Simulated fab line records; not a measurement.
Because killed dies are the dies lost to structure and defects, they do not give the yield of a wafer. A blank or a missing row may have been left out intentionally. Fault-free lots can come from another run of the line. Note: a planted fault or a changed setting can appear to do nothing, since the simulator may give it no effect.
Which tool was responsible?	flow nand_harc	39 wafers from 13 lots sampled at 5 of the route's 1302 steps

## WHAT EACH GAUGE READ, for each wafer
NHARC_THIN_TSV_CD_MEAS_33: target cd 5000 nm. Usual: cd_nm at 5001.2 nm, with a standard deviation of 2.2.
lot	measured	on	cd_nm (nm)	flag
L196	day 24 06:59	cd_sem-03	5002.1 4998.9 5002.3	
L198	day 25 13:40	cd_sem-03	4998.5 4999.9 5001.9	
L200	day 26 14:24	cd_sem-03	4999.6 5001.2 5002.2	
L201	day 26 07:19	cd_sem-03	5001.0 5005.1 5000.3	
L202	day 26 19:01	cd_sem-02	5000.5 4996.7 4999.4	
L203	day 27 05:37	cd_sem-01	5002.2 5002.9 5004.3	
L204	day 28 03:41	cd_sem-03	4998.1 4996.9 4996.9	
L205	day 27 22:32	cd_sem-01	5002.9 5000.3 4999.8	
L206	day 28 10:49	cd_sem-01	5000.5 5000.5 5003.0	
L207	day 28 09:44	cd_sem-03	4999.6 5002.2 5002.0	
L208	day 30 00:06	cd_sem-01	4997.9 4999.2 5001.2	
L216	day 32 18:21	cd_sem-01	4999.9 5005.0 5000.9	
L218	day 33 12:32	cd_sem-01	5002.6 5001.0 4999.0	

NHARC_END_SORT_01. Usual: killed_at_array 52, standard deviation 17; killed_at_other 1.2, standard deviation 1.4; killed_at_periphery 4.7, standard deviation 2.9; killed_dies 58, standard deviation 17; killed_open 3.2, standard deviation 1.9; killed_short 2.4, standard deviation 1.4.
lot	measured	on	killed_at_array	killed_at_other	killed_at_periphery	killed_dies	killed_open	killed_short	flag
L207	day 28 20:31	prober-02	40 40 41	2 0 0	81 46 49	123 86 90	2 3 1	3 2 2	OFF
L208	day 30 11:25	prober-01	46 60 60	1 1 0	45 41 47	92 102 107	1 3 7	1 2 4	OFF

## WHICH TOOL RAN EACH LOT (tool, then ch and the chambers of the sampled wafers, then the start)
lot	NHARC_P_CONTACT_DEP_30	NHARC_THIN_TSV_ETCH_44	NHARC_THIN_TSV_STRIP_45
L196	pecvd-04 ch 0,1, day 6 08:34	rie_diel-03 ch 0,2,3, day 24 01:19	plasma_asher-01 ch 0,1, day 24 01:59
L198	pecvd-01 ch 1,2, day 7 07:18	rie_diel-03 ch 0,2,3, day 25 07:58	plasma_asher-01 ch 0,1, day 25 08:46
L200	pecvd-01 ch 0,1,2, day 8 02:06	rie_diel-09 ch 0,1,2, day 26 08:34	plasma_asher-01 ch 0,1, day 26 09:43
L201	pecvd-04 ch 0,2, day 8 06:59	rie_diel-03 ch 0,2,3, day 26 01:45	plasma_asher-01 ch 0,1, day 26 02:29
L202	pecvd-01 ch 0,2, day 8 17:18	rie_diel-03 ch 1,3, day 26 13:27	plasma_asher-01 ch 0,1, day 26 14:20
L203	pecvd-01 ch 0,1,2, day 9 01:22	rie_diel-09 ch 0,2,3, day 27 00:05	plasma_asher-02 ch 0,1, day 27 00:46
L204	pecvd-03 ch 1,2, day 9 19:11	rie_diel-03 ch 0,1,2, day 27 22:13	plasma_asher-02 ch 0,1, day 27 22:53
L205	pecvd-04 ch 0,2, day 10 02:19	rie_diel-01 ch 0,1, day 27 16:55	plasma_asher-02 ch 0,1, day 27 17:39
L206	pecvd-04 ch 0,2, day 10 11:17	rie_diel-03 ch 0,1,3, day 28 05:07	plasma_asher-01 ch 0, day 28 05:56
L207	pecvd-04 ch 0,1,2, day 10 16:52	rie_diel-09 ch 0,1,3, day 28 04:03	plasma_asher-02 ch 0,1, day 28 04:52
L208	pecvd-04 ch 1,2, day 11 16:34	rie_diel-01 ch 0,1, day 29 18:30	plasma_asher-01 ch 0,1, day 29 19:20
L216	pecvd-04 ch 0,2, day 14 12:03	rie_diel-09 ch 2, day 32 12:10	plasma_asher-01 ch 0,1, day 32 13:15
L218	pecvd-03 ch 1,2, day 15 17:01	rie_diel-01 ch 0,3, day 33 06:49	plasma_asher-01 ch 0,1, day 33 07:46
- NHARC_P_CONTACT_DEP_30: deposits SiNx, target thk 30 nm.
- NHARC_THIN_TSV_ETCH_44: etches the open film in CF4/O2, target depth 1594.2 nm, time 797.1 s.
- NHARC_THIN_TSV_STRIP_45: strips in O2.

## WHAT THE TOOLS THEMSELVES READ (means of the sampled wafers that have a number; where no wafer has one, the mark that the record gives instead)
NHARC_P_CONTACT_DEP_30. Usual: heater_power_w at 710 W, with a standard deviation of 74.
lot	tool	heater_power_w (W)	flag
L196	pecvd-04	656	
L198	pecvd-01	686	
L200	pecvd-01	704	
L201	pecvd-04	665	
L202	pecvd-01	694	
L203	pecvd-01	657	
L204	pecvd-03	735	
L205	pecvd-04	704	
L206	pecvd-04	803	
L207	pecvd-04	726	
L208	pecvd-04	713	
L216	pecvd-04	781	
L218	pecvd-03	662	

NHARC_THIN_TSV_ETCH_44. Usual: drypump_motor_current_A 5.4 A, standard deviation 0.43; oes_product_au 1.003 a.u., standard deviation 0.013; rf_vpp_V 793 V, standard deviation 3.9; showerhead_plenum_p_Torr 1.81 Torr, standard deviation 0.061; throttle_valve_pct 16.914 %, standard deviation 0.0093.
lot	tool	drypump_motor_current_A (A)	oes_product_au (a.u.)	rf_vpp_V (V)	showerhead_plenum_p_Torr (Torr)	throttle_valve_pct (%)	flag
L196	rie_diel-03	5.2	1.013	791	1.78	16.910	
L198	rie_diel-03	5.2	1.003	791	1.78	16.917	
L200	rie_diel-09	5.6	0.993	793	1.82	16.907	
L201	rie_diel-03	5.2	0.998	791	1.78	16.916	
L202	rie_diel-03	5.3	1.008	794	1.82	16.912	
L203	rie_diel-09	5.7	0.990	795	1.84	16.917	
L204	rie_diel-03	5.3	0.997	790	1.78	16.914	
L205	rie_diel-01	5.2	1.012	792	1.78	16.912	
L206	rie_diel-03	5.4	1.003	793	1.79	16.913	
L207	rie_diel-09	5.7	1.008	797	1.88	16.904	
L208	rie_diel-01	5.2	1.005	791	1.78	16.910	
L216	rie_diel-09	6.0	0.997	787	1.72	16.926	
L218	rie_diel-01	4.9	1.000	795	1.84	16.920	

NHARC_THIN_TSV_STRIP_45. Usual: drypump_motor_current_A 5.86 A, standard deviation 0.25; heater_power_w 363 W, standard deviation 34.
lot	tool	drypump_motor_current_A (A)	heater_power_w (W)	flag
L196	plasma_asher-01	5.61	340	
L198	plasma_asher-01	5.55	333	
L200	plasma_asher-01	5.57	334	
L201	plasma_asher-01	5.57	329	
L202	plasma_asher-01	5.63	340	
L203	plasma_asher-02	6.09	376	
L204	plasma_asher-02	6.08	385	
L205	plasma_asher-02	6.11	393	
L206	plasma_asher-01	5.64	352	
L207	plasma_asher-02	6.10	390	
L208	plasma_asher-01	5.63	344	
L216	plasma_asher-01	5.63	319	
L218	plasma_asher-01	5.63	322	

## THE ANSWER, worked out from the rows above alone
Rule: a lot counts as off when the mean over its wafers that have a number is more than 3 standard deviations away from the usual mean. A lot without any number at a reading at which 4 lots or more have one is off too. Any other lot the step has rows for is counted as sound. The gauges are gone through in route order, then the tools' own readings, and for those a lot's mean is taken as printed above. The first step at which some lot is off is used, and at that step the reading that is off furthest; a lot without a number counts as furthest.
Off, at NHARC_END_SORT_01 on killed_at_periphery: L207, L208. Neither off nor sound, because the step has no rows for them: L196, L198, L200, L201, L202, L203, L204, L205, L206, L216, L218.
If a tool, at a process step before that reading, ran all the lots that are off and no sound lot after the first of them, it fits. The gauges at NHARC_END_SORT_01 are tried like those tools. One candidate fits, namely pecvd-04 at NHARC_P_CONTACT_DEP_30. It ran no sound lot before its first lot that is off in this sample, so the start can't be narrowed down.

## WHAT THE SIMULATOR PUT IN
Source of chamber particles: pecvd-04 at NHARC_P_CONTACT_DEP_30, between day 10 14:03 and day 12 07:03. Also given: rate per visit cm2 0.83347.
Lots struck among those shown: L207, L208. The rule above reached the same finding.
